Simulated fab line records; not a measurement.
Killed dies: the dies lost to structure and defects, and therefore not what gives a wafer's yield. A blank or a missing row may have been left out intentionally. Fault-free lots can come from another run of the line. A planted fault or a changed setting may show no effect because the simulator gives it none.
What tool caused it? || flow nand-harc || 36 wafers from 14 lots sampled at 7 of the route's 1159 steps

## WHAT THE GAUGES READ, wafer by wafer
NHARC_P_ZERO_WELL_CD_MEAS_24: the cd target is 720 nm.
{"lot": "L605", "measured": "day 1 14:41", "on": "cd-sem-01", "cd-nm (nm)": "719.2 715.8 716.8"}
{"lot": "L606", "measured": "day 1 20:23", "on": "cd-sem-02", "cd-nm (nm)": "720.7 721.7 720.2"}
{"lot": "L608", "measured": "day 2 08:29", "on": "cd-sem-03", "cd-nm (nm)": "719.4 721.4 717.4"}
{"lot": "L609", "measured": "day 2 14:28", "on": "cd-sem-01", "cd-nm (nm)": "722.5 721.0 718.8"}
{"lot": "L610", "measured": "day 2 20:35", "on": "cd-sem-01", "cd-nm (nm)": "724.1 717.7 720.4"}
{"lot": "L611", "measured": "day 3 02:34", "on": "cd-sem-03", "cd-nm (nm)": "719.5 713.8 723.9"}
{"lot": "L612", "measured": "day 3 08:28", "on": "cd-sem-01", "cd-nm (nm)": "718.4 721.9 719.7"}
{"lot": "L614", "measured": "day 3 20:28", "on": "cd-sem-03", "cd-nm (nm)": "721.5 718.7 719.0"}
{"lot": "L615", "measured": "day 4 02:27", "on": "cd-sem-01", "cd-nm (nm)": "720.7 721.7 719.2"}
{"lot": "L617", "measured": "day 4 14:28", "on": "cd-sem-02", "cd-nm (nm)": "721.6 722.1 718.6"}
{"lot": "L621", "measured": "day 5 14:22", "on": "cd-sem-01", "cd-nm (nm)": 717.6}
{"lot": "L622", "measured": "day 5 20:29", "on": "cd-sem-03", "cd-nm (nm)": 716.0}
{"lot": "L625", "measured": "day 6 14:36", "on": "cd-sem-02", "cd-nm (nm)": 719.1}
{"lot": "L628", "measured": "day 7 08:43", "on": "cd-sem-01", "cd-nm (nm)": "719.7 717.5 720.2"}

NHARC_P_STI_INSPECT_11.
{"lot": "L605", "measured": "day 2 11:11", "on": "defect-inspect-02", "raw-defect-count": "3 2 5"}
{"lot": "L606", "measured": "day 2 16:52", "on": "defect-inspect-01", "raw-defect-count": "4 9 6"}
{"lot": "L608", "measured": "day 3 04:56", "on": "defect-inspect-01", "raw-defect-count": "4 6 8"}
{"lot": "L609", "measured": "day 3 12:43", "on": "defect-inspect-01", "raw-defect-count": "5 4 3"}
{"lot": "L610", "measured": "day 3 17:18", "on": "defect-inspect-02", "raw-defect-count": "3 7 3"}
{"lot": "L611", "measured": "day 4 02:35", "on": "defect-inspect-01", "raw-defect-count": "2 5 2"}
{"lot": "L612", "measured": "day 4 02:44", "on": "defect-inspect-02", "raw-defect-count": "3 4 3"}
{"lot": "L614", "measured": "day 4 17:06", "on": "defect-inspect-01", "raw-defect-count": "5 5 7"}
{"lot": "L615", "measured": "day 4 23:04", "on": "defect-inspect-02", "raw-defect-count": "7 4 4"}
{"lot": "L617", "measured": "day 5 11:23", "on": "defect-inspect-02", "raw-defect-count": "10 7 2"}
{"lot": "L621", "measured": "day 6 07:30", "on": "defect-inspect-01", "raw-defect-count": "18 20"}
{"lot": "L622", "measured": "day 6 17:14", "on": "defect-inspect-02", "raw-defect-count": "20 23"}
{"lot": "L625", "measured": "day 7 13:53", "on": "defect-inspect-02", "raw-defect-count": "15 15"}
{"lot": "L628", "measured": "day 8 01:33", "on": "defect-inspect-01", "raw-defect-count": "3 4 4"}

NHARC_P_STI_OCD_MEAS_43.
{"lot": "L605", "measured": "day 2 12:22", "on": "ocd-02", "trench-depth-nm (nm)": "303 296 301", "trench-foot-cd-nm (nm)": "157.8 157.3 158.6"}
{"lot": "L606", "measured": "day 2 18:03", "on": "ocd-02", "trench-depth-nm (nm)": "306 311 299", "trench-foot-cd-nm (nm)": "157.1 155.4 155.6"}
{"lot": "L608", "measured": "day 3 06:09", "on": "ocd-02", "trench-depth-nm (nm)": "296 307 305", "trench-foot-cd-nm (nm)": "155.9 156.5 155.0"}
{"lot": "L609", "measured": "day 3 13:53", "on": "ocd-01", "trench-depth-nm (nm)": "309 308 297", "trench-foot-cd-nm (nm)": "155.9 153.1 155.9"}
{"lot": "L610", "measured": "day 3 18:34", "on": "ocd-01", "trench-depth-nm (nm)": "301 302 307", "trench-foot-cd-nm (nm)": "159.7 162.9 159.2"}
{"lot": "L611", "measured": "day 4 03:46", "on": "ocd-02", "trench-depth-nm (nm)": "295 299 295", "trench-foot-cd-nm (nm)": "160.6 165.0 165.2"}
{"lot": "L612", "measured": "day 4 03:57", "on": "ocd-01", "trench-depth-nm (nm)": "298 306 295", "trench-foot-cd-nm (nm)": "160.1 162.0 155.8"}
{"lot": "L614", "measured": "day 4 18:17", "on": "ocd-02", "trench-depth-nm (nm)": "314 301 302", "trench-foot-cd-nm (nm)": "154.7 154.5 155.5"}
{"lot": "L615", "measured": "day 5 00:14", "on": "ocd-02", "trench-depth-nm (nm)": "305 304 303", "trench-foot-cd-nm (nm)": "155.6 154.9 154.4"}
{"lot": "L617", "measured": "day 5 12:34", "on": "ocd-02", "trench-depth-nm (nm)": "292 301 301", "trench-foot-cd-nm (nm)": "160.4 153.7 155.8"}
{"lot": "L621", "measured": "day 6 12:11", "on": "ocd-02", "trench-depth-nm (nm)": 308, "trench-foot-cd-nm (nm)": 157.1}
{"lot": "L622", "measured": "day 6 21:45", "on": "ocd-02", "trench-depth-nm (nm)": 305, "trench-foot-cd-nm (nm)": 156.4}
{"lot": "L625", "measured": "day 7 19:01", "on": "ocd-01", "trench-depth-nm (nm)": 304, "trench-foot-cd-nm (nm)": 161.8}
{"lot": "L628", "measured": "day 8 02:43", "on": "ocd-01", "trench-depth-nm (nm)": "308 299 303", "trench-foot-cd-nm (nm)": "153.1 156.1 156.6"}

NHARC_END_SORT_01.
{"lot": "L621", "measured": "day 26 04:45", "on": "prober-01", "killed-at-array": 34, "killed-at-other": 1, "killed-at-periphery": 14, "killed-dies": 49, "killed-open": 3, "killed-short": 1}
{"lot": "L622", "measured": "day 25 00:08", "on": "prober-01", "killed-at-array": 14, "killed-at-other": 0, "killed-at-periphery": 19, "killed-dies": 33, "killed-open": 3, "killed-short": 3}
{"lot": "L625", "measured": "day 24 20:17", "on": "prober-01", "killed-at-array": 39, "killed-at-other": 0, "killed-at-periphery": 13, "killed-dies": 52, "killed-open": 1, "killed-short": 1}

## TOOL THAT RAN EACH LOT (tool first, then ch and the chambers of the sampled wafers, then the start)
{"lot": "L605", "NHARC_P_ZERO_WELL_PECVD_02": "pecvd-03 ch 1,2, day 1 12:32", "NHARC_P_ZERO_WELL_DESCUM_54": "rie-diel-09 ch 0,1,2, day 1 18:08", "NHARC_P_STI_HARDBAKE_13": "litho-track-05 ch 0, day 2 11:15"}
{"lot": "L606", "NHARC_P_ZERO_WELL_PECVD_02": "pecvd-03 ch 1,2, day 1 18:31", "NHARC_P_ZERO_WELL_DESCUM_54": "rie-diel-09 ch 0,1,2, day 1 23:53", "NHARC_P_STI_HARDBAKE_13": "litho-track-07 ch 0, day 2 16:56"}
{"lot": "L608", "NHARC_P_ZERO_WELL_PECVD_02": "pecvd-03 ch 0,1,2, day 2 06:29", "NHARC_P_ZERO_WELL_DESCUM_54": "rie-diel-09 ch 1,2,3, day 2 11:52", "NHARC_P_STI_HARDBAKE_13": "litho-track-05 ch 0, day 3 05:00"}
{"lot": "L609", "NHARC_P_ZERO_WELL_PECVD_02": "pecvd-03 ch 0,2, day 2 12:26", "NHARC_P_ZERO_WELL_DESCUM_54": "rie-diel-09 ch 0,2, day 2 17:47", "NHARC_P_STI_HARDBAKE_13": "litho-track-02 ch 0, day 3 12:47"}
{"lot": "L610", "NHARC_P_ZERO_WELL_PECVD_02": "pecvd-01 ch 0,2, day 2 18:29", "NHARC_P_ZERO_WELL_DESCUM_54": "rie-diel-01 ch 0,2, day 2 23:55", "NHARC_P_STI_HARDBAKE_13": "litho-track-07 ch 0, day 3 17:22"}
{"lot": "L611", "NHARC_P_ZERO_WELL_PECVD_02": "pecvd-04 ch 0,2, day 3 00:26", "NHARC_P_ZERO_WELL_DESCUM_54": "rie-diel-03 ch 2,3, day 3 05:53", "NHARC_P_STI_HARDBAKE_13": "litho-track-02 ch 0, day 4 02:38"}
{"lot": "L612", "NHARC_P_ZERO_WELL_PECVD_02": "pecvd-04 ch 0,2, day 3 06:29", "NHARC_P_ZERO_WELL_DESCUM_54": "rie-diel-09 ch 0,2,3, day 3 11:56", "NHARC_P_STI_HARDBAKE_13": "litho-track-02 ch 0, day 4 02:48"}
{"lot": "L614", "NHARC_P_ZERO_WELL_PECVD_02": "pecvd-03 ch 0,1, day 3 18:29", "NHARC_P_ZERO_WELL_DESCUM_54": "rie-diel-09 ch 0,1, day 3 23:47", "NHARC_P_STI_HARDBAKE_13": "litho-track-07 ch 0, day 4 17:09"}
{"lot": "L615", "NHARC_P_ZERO_WELL_PECVD_02": "pecvd-01 ch 0,2, day 4 00:26", "NHARC_P_ZERO_WELL_DESCUM_54": "rie-diel-03 ch 1,2, day 4 05:54", "NHARC_P_STI_HARDBAKE_13": "litho-track-02 ch 0, day 4 23:08"}
{"lot": "L617", "NHARC_P_ZERO_WELL_PECVD_02": "pecvd-04 ch 0,1, day 4 12:29", "NHARC_P_ZERO_WELL_DESCUM_54": "rie-diel-09 ch 1,2,3, day 4 18:10", "NHARC_P_STI_HARDBAKE_13": "litho-track-07 ch 0, day 5 11:28"}
{"lot": "L621", "NHARC_P_ZERO_WELL_PECVD_02": "pecvd-04 ch 0, day 5 12:31", "NHARC_P_ZERO_WELL_DESCUM_54": "rie-diel-01 ch 3, day 5 17:50", "NHARC_P_STI_HARDBAKE_13": "litho-track-02 ch 0, day 6 10:28"}
{"lot": "L622", "NHARC_P_ZERO_WELL_PECVD_02": "pecvd-04 ch 0, day 5 18:29", "NHARC_P_ZERO_WELL_DESCUM_54": "rie-diel-01 ch 1, day 5 23:59", "NHARC_P_STI_HARDBAKE_13": "litho-track-02 ch 0, day 6 20:33"}
{"lot": "L625", "NHARC_P_ZERO_WELL_PECVD_02": "pecvd-04 ch 0, day 6 12:36", "NHARC_P_ZERO_WELL_DESCUM_54": "rie-diel-01 ch 0, day 6 17:49", "NHARC_P_STI_HARDBAKE_13": "litho-track-07 ch 0, day 7 17:54"}
{"lot": "L628", "NHARC_P_ZERO_WELL_PECVD_02": "pecvd-03 ch 0,2, day 7 06:30", "NHARC_P_ZERO_WELL_DESCUM_54": "rie-diel-03 ch 1,2, day 7 12:01", "NHARC_P_STI_HARDBAKE_13": "litho-track-07 ch 0, day 8 01:37"}
- NHARC_P_ZERO_WELL_PECVD_02: deposits SiO2, target thk 10 nm.
- NHARC_P_ZERO_WELL_DESCUM_54: chemistry O2, time 3 s.
- NHARC_P_STI_HARDBAKE_13: time 65 s.

## WHAT THE TOOLS THEMSELVES READ (means of the sampled wafers that have a number; where no wafer has one, the mark that the record gives instead)
NHARC_P_ZERO_WELL_PECVD_02.
{"lot": "L605", "tool": "pecvd-03", "chamber-pressure-Torr (Torr)": 6.496}
{"lot": "L606", "tool": "pecvd-03", "chamber-pressure-Torr (Torr)": 6.499}
{"lot": "L608", "tool": "pecvd-03", "chamber-pressure-Torr (Torr)": 6.507}
{"lot": "L609", "tool": "pecvd-03", "chamber-pressure-Torr (Torr)": 6.505}
{"lot": "L610", "tool": "pecvd-01", "chamber-pressure-Torr (Torr)": 6.496}
{"lot": "L611", "tool": "pecvd-04", "chamber-pressure-Torr (Torr)": 6.501}
{"lot": "L612", "tool": "pecvd-04", "chamber-pressure-Torr (Torr)": 6.504}
{"lot": "L614", "tool": "pecvd-03", "chamber-pressure-Torr (Torr)": 6.483}
{"lot": "L615", "tool": "pecvd-01", "chamber-pressure-Torr (Torr)": 6.499}
{"lot": "L617", "tool": "pecvd-04", "chamber-pressure-Torr (Torr)": 6.497}
{"lot": "L621", "tool": "pecvd-04", "chamber-pressure-Torr (Torr)": 6.492}
{"lot": "L622", "tool": "pecvd-04", "chamber-pressure-Torr (Torr)": 6.507}
{"lot": "L625", "tool": "pecvd-04", "chamber-pressure-Torr (Torr)": 6.483}
{"lot": "L628", "tool": "pecvd-03", "chamber-pressure-Torr (Torr)": 6.497}

NHARC_P_ZERO_WELL_DESCUM_54.
{"lot": "L605", "tool": "rie-diel-09", "drypump-motor-current-A (A)": 5.6, "oes-product-au (a.u.)": 0.999, "rf-vpp-V (V)": 57.6, "showerhead-plenum-p-Torr (Torr)": 1.94, "throttle-valve-pct (%)": 11.315}
{"lot": "L606", "tool": "rie-diel-09", "drypump-motor-current-A (A)": 5.6, "oes-product-au (a.u.)": 0.990, "rf-vpp-V (V)": 58.5, "showerhead-plenum-p-Torr (Torr)": 1.94, "throttle-valve-pct (%)": 11.316}
{"lot": "L608", "tool": "rie-diel-09", "drypump-motor-current-A (A)": 6.0, "oes-product-au (a.u.)": 0.999, "rf-vpp-V (V)": 57.2, "showerhead-plenum-p-Torr (Torr)": 1.96, "throttle-valve-pct (%)": 11.320}
{"lot": "L609", "tool": "rie-diel-09", "drypump-motor-current-A (A)": 5.7, "oes-product-au (a.u.)": 1.005, "rf-vpp-V (V)": 57.9, "showerhead-plenum-p-Torr (Torr)": 1.89, "throttle-valve-pct (%)": 11.315}
{"lot": "L610", "tool": "rie-diel-01", "drypump-motor-current-A (A)": 6.2, "oes-product-au (a.u.)": 1.011, "rf-vpp-V (V)": 58.6, "showerhead-plenum-p-Torr (Torr)": 2.01, "throttle-valve-pct (%)": 11.324}
{"lot": "L611", "tool": "rie-diel-03", "drypump-motor-current-A (A)": 5.7, "oes-product-au (a.u.)": 0.991, "rf-vpp-V (V)": 57.4, "showerhead-plenum-p-Torr (Torr)": 1.84, "throttle-valve-pct (%)": 11.314}
{"lot": "L612", "tool": "rie-diel-09", "drypump-motor-current-A (A)": 5.8, "oes-product-au (a.u.)": 0.999, "rf-vpp-V (V)": 58.5, "showerhead-plenum-p-Torr (Torr)": 1.95, "throttle-valve-pct (%)": 11.306}
{"lot": "L614", "tool": "rie-diel-09", "drypump-motor-current-A (A)": 5.4, "oes-product-au (a.u.)": 0.998, "rf-vpp-V (V)": 57.8, "showerhead-plenum-p-Torr (Torr)": 1.97, "throttle-valve-pct (%)": 11.321}
{"lot": "L615", "tool": "rie-diel-03", "drypump-motor-current-A (A)": 5.3, "oes-product-au (a.u.)": 0.996, "rf-vpp-V (V)": 58.2, "showerhead-plenum-p-Torr (Torr)": 1.93, "throttle-valve-pct (%)": 11.311}
{"lot": "L617", "tool": "rie-diel-09", "drypump-motor-current-A (A)": 6.0, "oes-product-au (a.u.)": 1.001, "rf-vpp-V (V)": 58.4, "showerhead-plenum-p-Torr (Torr)": 1.96, "throttle-valve-pct (%)": 11.307}
{"lot": "L621", "tool": "rie-diel-01", "drypump-motor-current-A (A)": 5.8, "oes-product-au (a.u.)": 0.966, "rf-vpp-V (V)": 57.1, "showerhead-plenum-p-Torr (Torr)": 1.91, "throttle-valve-pct (%)": 11.295}
{"lot": "L622", "tool": "rie-diel-01", "drypump-motor-current-A (A)": 5.5, "oes-product-au (a.u.)": 0.998, "rf-vpp-V (V)": 57.1, "showerhead-plenum-p-Torr (Torr)": 1.92, "throttle-valve-pct (%)": 11.314}
{"lot": "L625", "tool": "rie-diel-01", "drypump-motor-current-A (A)": 6.4, "oes-product-au (a.u.)": 0.984, "rf-vpp-V (V)": 57.3, "showerhead-plenum-p-Torr (Torr)": 2.06, "throttle-valve-pct (%)": 11.323}
{"lot": "L628", "tool": "rie-diel-03", "drypump-motor-current-A (A)": 5.0, "oes-product-au (a.u.)": 1.008, "rf-vpp-V (V)": 58.2, "showerhead-plenum-p-Torr (Torr)": 1.99, "throttle-valve-pct (%)": 11.310}

## THE ANSWER, worked out from the rows above alone
Rule: usual is defined by the lots themselves. The widest of any qualifying gaps counts: lots, ordered by their means at a reading, are off when they make up no more than a third of the lots, leave a main group of 4 or more, and stand apart from it by 3 or more times the standard deviation of that group's means. A main group whose means are all the same, to the digits that the tables above print for the reading, isn't used. A lot without any number at a reading at which 4 lots or more have one is off too. The other lots that the step has rows for count as sound. The gauges are gone through in route order, then the tools' own readings, and for those a lot's mean is taken as printed above. The first step at which some lot is off is used, and at that step the reading that is off furthest; a lot without a number counts as furthest.
Off: L621, L622, L625 (NHARC_P_STI_INSPECT_11, raw-defect-count). The main group has a mean of 4.6 with a standard deviation of 1.2.
If a tool, at a process step before that reading, ran all the lots that are off and no sound lot after the first of them, it fits. Gauges at NHARC_P_STI_INSPECT_11: tried the same way as those tools. This does not decide it: 2 tools fit, namely pecvd-04 at NHARC_P_ZERO_WELL_PECVD_02 and rie-diel-01 at NHARC_P_ZERO_WELL_DESCUM_54.

## WHAT HAD BEEN PUT IN BY THE SIMULATOR
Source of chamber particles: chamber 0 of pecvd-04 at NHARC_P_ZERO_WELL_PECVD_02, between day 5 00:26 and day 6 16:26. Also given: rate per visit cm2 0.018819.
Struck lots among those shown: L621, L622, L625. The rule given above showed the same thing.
